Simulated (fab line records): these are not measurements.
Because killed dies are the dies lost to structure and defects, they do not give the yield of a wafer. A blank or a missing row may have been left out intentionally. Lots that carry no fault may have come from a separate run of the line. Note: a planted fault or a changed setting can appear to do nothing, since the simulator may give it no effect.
Chamber matching -- flow nand_harc -- NHARC_A_CONTACT_DESCUM_74 on rie_diel-09: 4 sister chambers
The step chemistry O2, time 3 s. 18 wafers are shown with their chamber, then 9 later ones without.

EACH WAFER AND ITS CHAMBER
wafer,chamber,showerhead_plenum_p_Torr (Torr),drypump_motor_current_A (A),rf_vpp_V (V)
L375.1,2,1.77,5.1,57.7
L375.3,0,1.78,5.3,57.7
L375.4,3,2.03,6.0,58.2
L378.1,2,1.77,5.1,57.3
L378.2,3,2.03,6.0,59.6
L378.3,1,1.94,5.4,57.9
L379.4,1,1.94,5.4,58.6
L379.5,1,1.94,5.4,57.4
L379.6,0,1.78,5.3,56.4
L382.3,3,2.03,6.0,58.7
L382.4,2,1.77,5.2,56.9
L382.5,0,1.78,5.3,56.9
L384.3,0,1.78,5.3,56.8
L384.5,0,1.78,5.3,56.6
L384.6,3,2.03,6.0,59.7
L390.1,1,1.94,5.4,58.4
L390.5,0,1.77,5.3,57.7
L389.1,2,1.77,5.1,57.5

SIGNATURES, as means of the wafers listed above
reading,chamber 0,chamber 1,chamber 2,chamber 3,scatter within a chamber
showerhead_plenum_p_Torr,1.7783,1.9400,1.7700,2.0300,0.00244
drypump_motor_current_A,5.300,5.400,5.125,6.000,0.0231
rf_vpp_V,57.017,58.075,57.350,59.050,0.557
Rule: distance of a wafer from a chamber = root of the sum over the readings of ((wafer's reading minus chamber's mean) / reading's scatter) squared. The wafer belongs to the nearest chamber; if the next one is less than 2 further off, it can't be placed. The scatter: the root of (the sum of the squares of (reading less its chamber's mean) over the shown wafers, divided by (wafers less chambers)).

WAFERS WHOSE CHAMBER IS MISSING
wafer,showerhead_plenum_p_Torr (Torr),drypump_motor_current_A (A),rf_vpp_V (V)
L389.4,1.77,5.3,56.3
L391.4,1.77,5.3,58.4
L391.5,2.02,6.0,58.5
L397.1,1.77,5.3,56.0
L397.3,2.02,6.0,57.9
L397.6,1.93,5.4,58.3
L398.1,1.77,5.3,56.7
L398.4,1.93,5.4,56.2
L398.5,1.77,5.3,56.5

WHICH CHAMBER EACH ONE RAN IN
wafer,from the rows above,in truth
L389.4,0,0
L391.4,0,0
L391.5,3,3
L397.1,0,0
L397.3,3,3
L397.6,1,1
L398.1,0,0
L398.4,1,1
L398.5,0,0
Correctly placed: 9 of 9. Number that these rows cannot place: 0. Wrongly placed: 0.
